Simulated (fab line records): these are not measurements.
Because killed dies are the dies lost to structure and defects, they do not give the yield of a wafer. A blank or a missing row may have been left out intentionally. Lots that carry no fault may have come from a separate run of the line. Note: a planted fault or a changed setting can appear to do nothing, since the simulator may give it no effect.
Which tool was responsible? | flow n5-finfet | 9 lots with 27 wafers sampled at 5 steps, on a route of 1938 steps

== WHAT THE GAUGES SHOWED, per wafer ==
N5_BEOL_M4_RC_MEAS_101.
lot  | measured     | on        | CJ_N
L781 | day 8 02:04  | prober-02 | 4.37 4.44 4.47
L785 | day 9 01:45  | prober-01 | 4.36 4.38 4.34
L787 | day 9 20:53  | prober-02 | 4.47 4.48 4.47
L788 | day 10 11:20 | prober-01 | 4.31 4.38 4.37
L793 | day 11 16:36 | prober-01 | 4.35 4.31 4.31
L798 | day 12 20:43 | prober-02 | 3.69 3.69 3.67
L800 | day 13 05:14 | prober-02 | 3.62 3.68 3.61
L801 | day 13 05:51 | prober-01 | 4.33 4.38 4.34
L803 | day 14 10:37 | prober-01 | 4.31 4.28 4.33

== EACH LOT AND THE TOOL THAT RAN IT (in order: tool; ch and the chambers of the sampled wafers; start) ==
lot  | N5_WELL_APT_IMPLANT_32         | N5_PMOS_HMC_CHANNEL_EPI_ETCH_32   | N5_PMOS_HMC_CHANNEL_EPI_ETCH_38 | N5_PMOS_HMC_CHANNEL_EPI_FIN_RECESS_16
L781 | implanter-02 ch 0, day 1 21:40 | rie-diel-04 ch 0,3, day 1 23:33   | rie-si-02 ch 0,1,3, day 1 23:57 | rie-si-02 ch 0,1,3, day 1 23:58
L785 | implanter-02 ch 0, day 2 21:38 | rie-diel-03 ch 0,1,3, day 2 23:57 | rie-si-04 ch 0,2, day 3 00:21   | rie-si-04 ch 0,2, day 3 00:22
L787 | implanter-02 ch 0, day 3 09:27 | rie-diel-04 ch 0,2,3, day 3 11:21 | rie-si-05 ch 1,3, day 3 11:45   | rie-si-05 ch 1,3, day 3 11:46
L788 | implanter-01 ch 0, day 3 15:13 | rie-diel-03 ch 0,2,3, day 3 17:34 | rie-si-05 ch 0,1,2, day 3 17:58 | rie-si-05 ch 0,1,2, day 3 17:59
L793 | implanter-01 ch 0, day 4 21:35 | rie-diel-03 ch 0,1,3, day 4 23:55 | rie-si-05 ch 0,3, day 5 00:32   | rie-si-05 ch 0,3, day 5 00:33
L798 | implanter-02 ch 0, day 6 03:44 | rie-diel-04 ch 0,2, day 6 06:59   | rie-si-02 ch 0,1, day 6 07:23   | rie-si-02 ch 0,1, day 6 07:24
L800 | implanter-02 ch 0, day 6 15:56 | rie-diel-03 ch 0,1, day 6 18:20   | rie-si-04 ch 1,2,3, day 6 18:44 | rie-si-04 ch 1,2,3, day 6 18:46
L801 | implanter-01 ch 0, day 6 21:49 | rie-diel-05 ch 0,1, day 7 00:59   | rie-si-04 ch 0,1,3, day 7 01:23 | rie-si-04 ch 0,1,3, day 7 01:25
L803 | implanter-01 ch 0, day 7 09:16 | rie-diel-03 ch 0,1,3, day 7 11:16 | rie-si-02 ch 0,1,3, day 7 11:40 | rie-si-02 ch 0,1,3, day 7 11:41
- N5_WELL_APT_IMPLANT_32
- N5_PMOS_HMC_CHANNEL_EPI_ETCH_32: etches BARC in N2/H2, stops on SiO2, target depth 85.8 nm, time 50.3 s.
- N5_PMOS_HMC_CHANNEL_EPI_ETCH_38: etches SiO2 in CF4, target depth 1.5 nm.
- N5_PMOS_HMC_CHANNEL_EPI_FIN_RECESS_16: chemistry HBr/Cl2, target Si, target depth 54 nm, time 18 s.

== THE ANSWER, worked out from the rows above alone ==
Rule: usual is defined by the lots themselves. Put in order of their means at a reading, lots are off if they are a third of the lots or fewer, leave a main group of 4 or more, and stand apart from it by a gap of 3 or more times the standard deviation of the main group's means; of several such gaps the widest counts. Not used: any main group whose means are identical at the precision the tables above print for the reading. Also off: a lot with no number at a reading for which 4 or more lots have one. Where the step has rows for the other lots, those lots are counted as sound.
Off: L798, L800, at N5_BEOL_M4_RC_MEAS_101 (CJ_N). Mean 4.37 and standard deviation 0.055 in the main group.
If a tool, at a process step before that reading, ran all the lots that are off and no sound lot after the first of them, it fits. The gauges at N5_BEOL_M4_RC_MEAS_101 are tried like those tools. Can't be told from this: 2 tools fit, implanter-02 at N5_WELL_APT_IMPLANT_32, prober-02 at N5_BEOL_M4_RC_MEAS_101.

== WHAT WAS PUT IN BY THE SIMULATOR ==
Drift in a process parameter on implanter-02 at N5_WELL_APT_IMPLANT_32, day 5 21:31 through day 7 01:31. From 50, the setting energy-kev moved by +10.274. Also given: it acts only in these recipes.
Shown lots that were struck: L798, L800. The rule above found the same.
